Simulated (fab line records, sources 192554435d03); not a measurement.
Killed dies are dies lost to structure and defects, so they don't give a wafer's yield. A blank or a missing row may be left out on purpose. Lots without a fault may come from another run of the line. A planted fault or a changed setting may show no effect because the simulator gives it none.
Problem report in the 8D (eight disciplines) form, filled by code | flow n5_finfet | the parts of the form that need people (team, actions taken, sign-off) are left out

1. THE PROBLEM
trench_depth_nm at N5_BEOL_M7_OCD_MEAS_38 reads a mean of 78.9 nm on 3 wafers of 3 lots; wafers without a fault read 93.6 nm with a standard deviation of 1.9. That is -7.7 standard deviations from the usual mean.
First seen on wafer L581.4, day 11 22:14, on ocd-02. The record holds 19 wafers of 7 lots with a number at this step. Rule for "out", or "out of limits": more than 4 standard deviations from the usual mean. The other wafers with a number count as sound.

2. WHAT IT IS AND WHAT IT IS NOT
question                    | is                     | is not
which readings at this step | trench_depth_nm        | -
which lots                  | L581, L582, L583       | L576, L591, L592, L593
which wafers of those lots  | L581.4, L582.4, L583.3 | L581.1, L581.6, L582.2, L583.2
read on which gauges        | ocd-02                 | -
when                        | from day 11 22:14      | up to then (5 sound wafers); but 11 sound wafers of L582, L583, L591, L592, L593 came after

3. SUSPECTS, AND WHAT RULES EACH OUT
Counting: a tool at a process step up to the reading stays a suspect if it ran every lot that is out. Sound lots after the first of them don't rule it out here, since some wafers of a struck lot are sound.
- the gauge at N5_BEOL_M7_OCD_MEAS_38: ruled out. All the wafers that are out were read on ocd-02, but those of them that N5_BEOL_M7_THK_MEAS_53 has rows for are out there too, on other tools.
- rie_diel-03 at N5_BEOL_M7_DESCUM_33 (chemistry O2, time 7 s): kept. It ran every lot that is out, first L581 (day 11 21:48); its last sound lot up to then is L576 (day 11 00:31).
- rie_diel-03 at N5_BEOL_M7_TRENCH_ETCH_37 (etches SiCOH lowk in C4F6/O2, target depth 93.478 nm, time 31.2 s): kept. It ran every lot that is out, first L581 (day 11 22:05); its last sound lot up to then is L576 (day 11 00:47).
Left after counting: rie_diel-03 at N5_BEOL_M7_DESCUM_33, rie_diel-03 at N5_BEOL_M7_TRENCH_ETCH_37.

4. THE CAUSE (what the simulator had put in)
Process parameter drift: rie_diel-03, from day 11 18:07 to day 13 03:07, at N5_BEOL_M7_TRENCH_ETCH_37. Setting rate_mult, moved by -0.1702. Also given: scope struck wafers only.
Counting left 2 suspects, and this tool is among them.

5. THE CHAIN OF EFFECTS, in route order
Each row: a reading whose mean over the struck wafers that have a number lies more than 3 standard deviations from the usual. Only readings for which the record gives a usual standard deviation are gone through. hours: the time from each lot's start at the first step in this table that gives one to its start at this step, as a median over the lots. sigmas: the change in usual standard deviations.
hours | step                    | reading          | usual        | on struck wafers | change | sigmas
0     | N5_BEOL_M7_OCD_MEAS_38  | trench_depth_nm  | 93.6 nm      | 78.9             | -14.7  | -7.7
2     | N5_BEOL_M7_THK_MEAS_53  | M7_THK           | 79.2 nm      | 64.5             | -14.7  | -6.1
2     | N5_BEOL_M7_RS_MEAS_57   | M7_RS            | 0.287 ohm/sq | 0.368            | +0.081 | +8.3
78    | N5_BEOL_M15_RC_MEAS_101 | SERP_M7          | 13.9 ohm/um  | 17.6             | +3.7   | +6.2
78    | N5_BEOL_M15_RC_MEAS_101 | SERP_M7_max_site | 14.5 ohm/um  | 18.5             | +4.0   | +6.1

6. WHAT WOULD HAVE CAUGHT IT SOONER
In this record the first reading out of limits at a measuring or inspecting step was taken at day 11 22:14, 4 hours after the fault began at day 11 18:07.
Of the tool readings at N5_BEOL_M7_TRENCH_ETCH_37 for which the record gives a usual standard deviation, none was out on any struck wafer, so an alarm limit of 4 standard deviations on them would not have fired.
Of the lots that are out (3), L582, L583 began N5_BEOL_M7_TRENCH_ETCH_37 on rie_diel-03 after day 11 22:14. A hold on the tool at that time would have spared those 2.
